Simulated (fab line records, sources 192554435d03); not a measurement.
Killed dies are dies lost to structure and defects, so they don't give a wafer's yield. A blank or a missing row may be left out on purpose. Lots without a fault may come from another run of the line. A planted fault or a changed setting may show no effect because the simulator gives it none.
A struck lot beside a sound one | flow n5_finfet | 28 steps out of a route of 1938
Sound: wafers L467.2, L467.4, L467.6. Struck: wafers L483.1, L483.4, L483.5. The cause comes at the end.
At each step with rows: each side's tool, then ch and its chambers, then its first start. Under that, the readings that differ: sound wafers | struck wafers | difference of the means | sigmas: that difference in standard deviations of wafers without a fault.
alike: readings whose means differ by less than 2 such deviations, and words and numbers that are the same on both sides. not compared: withheld readings, readings that some wafer has no value for, bounds like >300 that may hide the same value, and numbers for which the record gives no deviation and whose values overlap.
The two part at a step that has a row with sigmas, a row that says differs or no value, or rows on one side only. Numbers that don't overlap but have no deviation are shown without sigmas and don't part them. A reading that every wafer of one side lacks parts them only if that side has two wafers or more.

first, 9 steps without rows for these wafers: N5_SD_EPI_P_EBR_05; N5_SD_EPI_P_SOFTBAKE_04 (time 60 s); N5_SD_EPI_P_EXPOSE_06 (exposes mask SD P BLK, target cd 240 nm); N5_SD_EPI_P_PEB_07 (peb time 60 s); N5_SD_EPI_P_DEVELOP_08 (develop time 30 s); N5_SD_EPI_P_DESCUM_14 (chemistry O2, time 7.9 s); N5_SD_EPI_P_ETCH_36 (etches SiARC in CF4, target depth 45.5 nm, time 75.8 s); N5_SD_EPI_P_ETCH_37 (etches SOC in N2/H2, overetch 108 nm, time 486 s); N5_SD_EPI_P_STRIP_38 (strips in N2/H2).
N5_SD_EPI_P_ETCHBACK_46: etches SiNx in CH3F/O2, stops on SiO2, target depth 17.5 nm.
  sound on rie_diel-06 ch 0,2,3, day 4 20:01; struck on rie_diel-02 ch 0,2, day 8 21:56
  no value came back on the struck wafers for any of 8 readings (CH3F_flow_sccm (sccm), O2_flow_sccm (sccm) and others); on the sound wafers CH3F_flow_sccm (sccm) reads 30.12 30.07 30.01
  reading                                     | sound        | struck         | difference | sigmas
  model.SiARC_of_SD_EPI_P_COAT_35.thk_nm (nm) | 15 15.2 15.2 | 19.6 19.8 19.8 | +4.6       |
  not compared: rf_hours_counter_h
then, 1 step without rows for these wafers: N5_SD_EPI_P_ETCH_47 (etches SiOCN in CH3F/O2, target depth 25 nm).
N5_SD_EPI_P_ETCH_16: etches SiO2 in CHF3/O2, target depth 5 nm.
  sound on rie_diel-06 ch 0,2,3, day 4 20:13; struck on rie_diel-02 ch 0,2, day 8 22:08
  reading                                     | sound             | struck            | difference | sigmas
  bias_w (W)                                  | 171.1 170.6 170.8 | 169.5 169.0 170.0 | -1.3       | -3
  model.SiARC_of_SD_EPI_P_COAT_35.thk_nm (nm) | 11.4 11.8 11.6    | 16 16.2 16.2      | +5         |
  alike: drypump_motor_current_A, oes_product_au, rf_vpp_V, showerhead_plenum_p_Torr, throttle_valve_pct
  not compared: rf_hours_counter_h
then, 8 steps without rows for these wafers: N5_SD_EPI_P_STRIP_50 (strips in CHF3/O2); N5_SD_EPI_P_SD_RECESS_17 (chemistry HBr/Cl2/O2, target depth 39.1 nm, bt time 3 s); N5_SD_EPI_P_WET_ETCH_45 (etches SiO2 in dHF, time 10.7 s, target depth 2 nm, rinse time 30 s); N5_SD_EPI_P_STRIP_40 (strips in N2/H2); N5_SD_EPI_P_PRECLEAN_52 (cleans in O3/DIW, time 60 s); N5_SD_EPI_P_SRD_20 (time 30 s); N5_SD_EPI_P_PRECLEAN_51 (cleans in NF3:NH3, afs cycles 1, time 20 s, sublimation time 60 s); N5_SD_EPI_P_VAPOR_ETCH_44 (etches SiGe30 in NF3/Ar, time 3.3 s).
N5_SD_EPI_P_EPI_21: deposits SiGe:B, time 355 s.
  sound on epi_rpcvd-04 ch 0, day 4 21:33; struck on epi_rpcvd-01 ch 0, day 9 07:28
  reading                                     | sound          | struck    | difference | sigmas
  model.SiGe-B_of_SD_EPI_P_EPI_21.thk_nm (nm) | 61.2 62.2 61.4 | 1.4 1.8 1 | -60.2      |
N5_SD_EPI_P_EPI_MEAS_23:
  sound on film_metro-02, day 4 23:59; struck on film_metro-01, day 9 09:40
  reading     | sound          | struck      | difference | sigmas
  thk_nm (nm) | 60.4 63.6 61.6 | 1.5 1.3 0.5 | -60.8      | -47
then, 2 steps without rows for these wafers: N5_SD_EPI_P_HM_STRIP_48 (strips SiNx in H3PO4, material SiNx, target depth 3 nm); N5_SD_EPI_P_SRD_49 (time 30 s).
N5_SD_EPI_P_PRECLEAN_24: cleans in O3/DIW, time 45 s.
  sound on wet_bench-02 ch 0,2,5, day 5 00:05; struck on wet_bench-02 ch 0,2,3, day 9 09:46
  reading                                     | sound          | struck    | difference | sigmas
  model.SiGe-B_of_SD_EPI_P_EPI_21.thk_nm (nm) | 60.8 61.8 60.8 | 1.4 1.8 1 | -59.7      |
then, 1 step without rows for these wafers: N5_SD_EPI_P_PRECLEAN_32 (cleans in dHF, time 10 s).
N5_BEOL_M4_RC_MEAS_101:
  the record has rows for the sound wafers here (prober-02 ch 0, day 10 10:40) and none for the struck ones
-- the record jumps here: 11 days lie between the struck wafers' starts before and after (it left off in module BEOL_M4 and takes up again in module PASSIVATION, whose first step shown is number 1936 of the route) --
N5_PASSIVATION_PROBE_49:
  the record has rows for the struck wafers here (prober-01, day 20 15:58) and none for the sound ones

WHERE THEY PART
First at N5_SD_EPI_P_ETCHBACK_46; last, within this record, at N5_PASSIVATION_PROBE_49.

WHY: what the simulator had put in
Skipped step whole: rie_diel-02, from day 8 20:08 on, at N5_SD_EPI_P_ETCHBACK_46. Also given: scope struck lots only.
